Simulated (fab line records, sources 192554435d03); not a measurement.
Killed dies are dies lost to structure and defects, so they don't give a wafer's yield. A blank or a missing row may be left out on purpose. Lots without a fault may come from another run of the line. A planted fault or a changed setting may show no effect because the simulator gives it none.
fab line records | flow n5_finfet | part 2 of 2: steps 24 to 32 of 32
record lots=5 wafers=15 last_day=16
route steps=1938 shown MIM_BOT_LITHO@1856 MIM_BOT_ETCH@1866 PASS1_CAP@1873 TV_LITHO@1875 TV_OPEN@1887
lots that met no fault: from a run of the same line without faults
start_h: hours from the record's first day to the start of the lot's first wafer shown | wait_h: hours since the lot's step before | " the same as in the row above | L1.1+2: a row that stands for several wafers | - no value, or no start given | * or withheld: withheld | < > ~ a bound
route shown NAME@n: a module of which the file shows steps, and the number in the route of the first | usual: mean/standard deviation of fault-free wafers | same: alike in all rows | chamber/n: place in a boat | sites: the reading at each site | _std_site: their standard deviation | _edge_site: outer sites' mean less inner sites' | radius_mm: how far each site lies from the wafer's centre | mask NAME#n: copy n | behind: the tool/chamber that last shaped the wafer | hold: why the lot was held/for how many hours/how that ended | device: the transistor (n, p or np) that didn't switch | end of line: the same wafers' tests at the end of the route | a step without rows: its recipe alone | killed: dies lost to structure and defects at the first sort, not the wafer's yield | map: a wafer's dies, x killed, . not, _ none there
set.NAME: the setting as run; set.NAME@STEP: as run at that earlier step | model.NAME: the simulator's own value behind a step, which no gauge read
lots at some steps of the route; a table a step, a row a wafer
services: from which hour (start_h, from the record's first day; less than 0 if before it) a tool's chamber was out of use, for how many hours, and why
## steps
# step N5_PASSIVATION_EXPOSE_07
# recipe mask_id=TV na=0.55 source_shape=conventional sigma_outer=0.8 polarization=unpolarized defocus_nm=0 target_cd_nm=3000 dose_mj=22.75
# usual focus_offset_nm=0.2/0.63
# same na=0.55
# columns lot.wafer tool chamber start_h wait_h mask focus_offset_nm
L074.4 krf_scanner-02 0 253.31 - TV#0 0.2
L074.5 " 0 " " TV#0 0.4
L074.6 " 0 " " TV#0 0.2
L086.1 krf_scanner-02 0 319.36 - TV#0 0.0
L086.5 " 0 " " TV#0 -0.4
L086.6 " 0 " " TV#0 0.0
L087.1 krf_scanner-02 0 333.64 - TV#0 1.2
L087.2 " 0 " " TV#0 0.8
L087.3 " 0 " " TV#0 0.5
L092.3 krf_scanner-02 0 371.60 - TV#0 -0.6
L092.5 " 0 " " TV#0 -0.8
L092.6 " 0 " " TV#0 -1.0
L093.2 krf_scanner-01 0 371.76 - TV#0 -0.1
L093.5 " 0 " " TV#0 -0.4
L093.6 " 0 " " TV#0 0.3
# step N5_PASSIVATION_PEB_08
# recipe peb_temp_c=withheld peb_time_s=*
# columns lot.wafer tool chamber start_h wait_h
L074.4+5+6 litho_track-02 0 253.35 0.0
L086.1+5+6 litho_track-03 0 319.42 0.1
L087.1+2+3 litho_track-03 0 333.69 0.1
L092.3+5+6 litho_track-03 0 371.65 0.0
L093.2+5+6 litho_track-02 0 371.81 0.0
# step N5_PASSIVATION_DEVELOP_09
# recipe develop_time_s=60 rinse_liquid=diw dry=air_spin dev_temp_c=21
# same develop_time_s=60
# columns lot.wafer tool chamber start_h wait_h
L074.4+5+6 litho_track-02 0 - -
L086.1+5+6 litho_track-03 0 - -
L087.1+2+3 litho_track-03 0 - -
L092.3+5+6 litho_track-03 0 - -
L093.2+5+6 litho_track-02 0 - -
# step N5_PASSIVATION_HARDBAKE_11
# recipe temp_c=130 time_s=120
# columns lot.wafer tool chamber start_h wait_h
L074.4+5+6 litho_track-02 0 - -
L086.1+5+6 litho_track-03 0 - -
L087.1+2+3 litho_track-03 0 - -
L092.3+5+6 litho_track-03 0 - -
L093.2+5+6 litho_track-02 0 - -
# step N5_PASSIVATION_CD_MEAS_10
# recipe target_cd_nm=3000 landing_energy_ev=500 detector=se_inlens
# usual cd_nm=3000.1/2.1
# same landing_energy_ev=500
# columns lot.wafer tool chamber start_h wait_h cd_nm
L074.4 cd_sem-03 0 253.47 - 3002.2
L074.5 " 0 " " 3003.0
L074.6 " 0 " " 3004.2
L086.1 cd_sem-02 0 319.54 - 3001.7
L086.5 " 0 " " 3002.4
L086.6 " 0 " " 3001.6
L087.1 cd_sem-03 0 333.81 - 2998.5
L087.2 " 0 " " 2996.8
L087.3 " 0 " " 2997.7
L092.3 cd_sem-03 0 371.77 - 3001.7
L092.5 " 0 " " 2999.6
L092.6 " 0 " " 2998.2
L093.2 cd_sem-01 0 371.93 - 3000.0
L093.5 " 0 " " 3001.9
L093.6 " 0 " " 2997.0
# step N5_PASSIVATION_OVL_MEAS_60
# recipe points_per_wafer=44
# usual TV_OVL=2/5.6
# columns lot.wafer tool chamber start_h wait_h TV_OVL[nm]
L074.4 overlay-02 0 253.50 0.0 4
L074.5 " 0 " " 10
L074.6 " 0 " " 0
L086.1 overlay-01 0 319.57 0.0 5
L086.5 " 0 " " 4
L086.6 " 0 " " 12
L087.1 overlay-02 0 333.84 0.0 -2
L087.2 " 0 " " -1
L087.3 " 0 " " 4
L092.3 overlay-01 0 371.80 0.0 -5
L092.5 " 0 " " 1
L092.6 " 0 " " 0
L093.2 overlay-01 0 371.96 0.0 3
L093.5 " 0 " " 3
L093.6 " 0 " " -5
# step N5_PASSIVATION_INSPECT_61
# recipe mode=adi inspect_instrument=macro
# usual raw_defect_count=1.9/1.3
# columns lot.wafer tool chamber start_h wait_h raw_defect_count
L074.4 defect_inspect-01 - 253.52 0.0 1
L074.5 " - " " 1
L074.6 " - " " 2
L086.1 defect_inspect-01 - 319.59 0.0 4
L086.5 " - " " 1
L086.6 " - " " 2
L087.1 defect_inspect-02 - 333.87 0.0 1
L087.2 " - " " 1
L087.3 " - " " 1
L092.3 defect_inspect-02 - 371.82 0.0 0
L092.5 " - " " 2
L092.6 " - " " 3
L093.2 defect_inspect-01 - 371.99 0.0 3
L093.5 " - " " 1
L093.6 " - " " 1
# step N5_PASSIVATION_DESCUM_12
# recipe chemistry=O2 time_s=7.9 source_power_w=50 bias_power_w=20 pressure_mtorr=20 rf_frequency_hz=2.712e+07 temp_c=40 o2_flow_sccm=225
# usual drypump_motor_current_A=5.72/0.28 oes_product_au=0.76/0.08 rf_fwd_power_W=49.66/0.18 rf_vpp_V=243.1/1.4 showerhead_plenum_p_Torr=2.09/0.078 throttle_valve_pct=20.50/0.24
# columns lot.wafer tool chamber start_h wait_h drypump_motor_current_A oes_product_au rf_fwd_power_W rf_hours_counter_h rf_vpp_V showerhead_plenum_p_Torr throttle_valve_pct
L074.4 rie_diel-03 1 253.64 0.1 6.22 0.69 49.68 217 241.4 1.99 20.67
L074.5 " 2 " " 5.51 0.88 49.35 - 245.7 2.24 20.38
L074.6 " 1 " " 6.22 0.69 49.52 - 241.2 1.99 20.69
L086.1 rie_diel-05 0 319.63 0.0 5.84 0.72 49.69 192 241.8 2.00 20.77
L086.5 " 0 " " 5.85 0.72 50.04 - 240.7 2.00 20.76
L086.6 " 1 " " 5.76 0.70 49.27 - 243.0 2.06 20.06
L087.1 rie_diel-05 0 333.90 0.0 5.83 0.72 49.61 196 241.8 2.00 20.76
L087.2 " 3 " " 6.12 0.84 49.44 60 244.6 2.21 20.55
L087.3 " 2 " " 5.59 0.81 49.91 89 243.6 2.10 20.26
L092.3 rie_diel-06 0 371.86 0.0 5.81 0.69 49.52 209 243.2 2.07 20.78
L092.5 " 0 " " 5.83 0.69 49.39 - 242.8 2.07 20.78
L092.6 " 3 " " 5.79 0.83 49.66 - 244.5 2.12 20.76
L093.2 rie_diel-05 0 372.02 0.0 5.87 0.72 49.95 208 242.7 1.99 20.80
L093.5 " 2 " " 5.58 0.80 49.77 - 242.8 2.10 20.29
L093.6 " 1 " " 5.74 0.68 49.43 - 242.7 2.05 20.09
# step N5_PASSIVATION_PASS_ETCH_74
# recipe chemistry=CF4/O2 target=SiNx target_depth_a=2200 time_s=110 ion_energy_ev=100 pressure_mtorr=40 source_w=535 bias_w=49 Ar_flow_sccm=100 cf4_flow_sccm=100 O2_flow_sccm=10
# usual drypump_motor_current_A=5.72/0.28 mfc_ar_sccm=100.0/0.31 oes_product_au=0.76/0.079 rf_fwd_power_W=532.8/1.8 rf_vpp_V=242/4.8 showerhead_plenum_p_Torr=2.21/0.072 throttle_valve_pct=16.09/0.21
# columns lot.wafer tool chamber start_h wait_h drypump_motor_current_A mfc_ar_sccm oes_product_au rf_fwd_power_W rf_hours_counter_h rf_vpp_V showerhead_plenum_p_Torr throttle_valve_pct
L074.4 rie_diel-03 1 253.70 0.0 6.24 100.4 0.70 535.1 217 242 2.11 16.29
L074.5 " 2 " " 5.52 100.3 0.89 535.4 - 243 2.34 15.84
L074.6 " 1 " " 6.22 100.3 0.70 537.1 - 242 2.10 16.27
L086.1 rie_diel-05 0 319.69 0.0 5.83 99.5 0.74 535.1 192 237 2.12 16.40
L086.5 " 0 " " 5.82 99.5 0.75 534.5 - 237 2.12 16.40
L086.6 " 1 " " 5.78 99.9 0.71 531.2 - 250 2.18 15.82
L087.1 rie_diel-05 0 333.97 0.0 5.84 99.9 0.73 531.3 196 238 2.12 16.40
L087.2 " 3 " " 6.10 100.1 0.82 533.6 60 249 2.32 16.07
L087.3 " 2 " " 5.59 100.2 0.84 533.6 89 243 2.22 15.89
L092.3 rie_diel-06 0 371.92 0.0 5.82 100.4 0.69 531.7 209 234 2.19 16.37
L092.5 " 0 " " 5.82 100.4 0.69 529.7 - 236 2.19 16.37
L092.6 " 3 " " 5.76 100.1 0.83 532.4 - 238 2.22 16.18
L093.2 rie_diel-05 0 372.09 0.0 5.82 99.8 0.73 532.7 208 235 2.11 16.43
L093.5 " 2 " " 5.61 100.1 0.83 538.4 - 239 2.22 15.94
L093.6 " 1 " " 5.74 100.1 0.69 530.7 - 247 2.18 15.87
## services
# columns tool chamber start_h hours kind
rie_diel-02 2 231.84 21.6 repair
krf_scanner-01 - 234.57 0.8 pm
krf_scanner-01 - 241.14 30.8 repair
wet_bench-02 - 246.84 1.2 repair
pecvd-04 1 258.07 2.8 repair
rie_diel-04 2 265.77 9.3 repair
rie_diel-06 0 270.40 9.1 repair
rie_diel-05 2 270.47 12.0 repair
krf_scanner-02 - 271.90 1.3 pm
rie_metal-03 - 272.56 2.8 pm
krf_scanner-01 - 273.20 1.0 pm
pecvd-04 - 277.54 5.4 repair
wet_bench-02 - 304.33 4.6 repair
rie_diel-05 3 312.55 6.6 repair
wet_bench-03 - 314.00 1.5 repair
krf_scanner-02 - 314.32 0.8 pm
rie_diel-05 2 317.23 1.2 repair
rie_diel-03 2 331.22 2.2 repair
krf_scanner-01 - 333.71 1.3 pm
pecvd-01 0 334.50 3.8 repair
krf_scanner-02 - 344.09 0.4 repair
wet_bench-02 - 348.82 1.4 repair
pecvd-04 - 357.99 6.0 pm
krf_scanner-02 - 360.11 1.2 repair
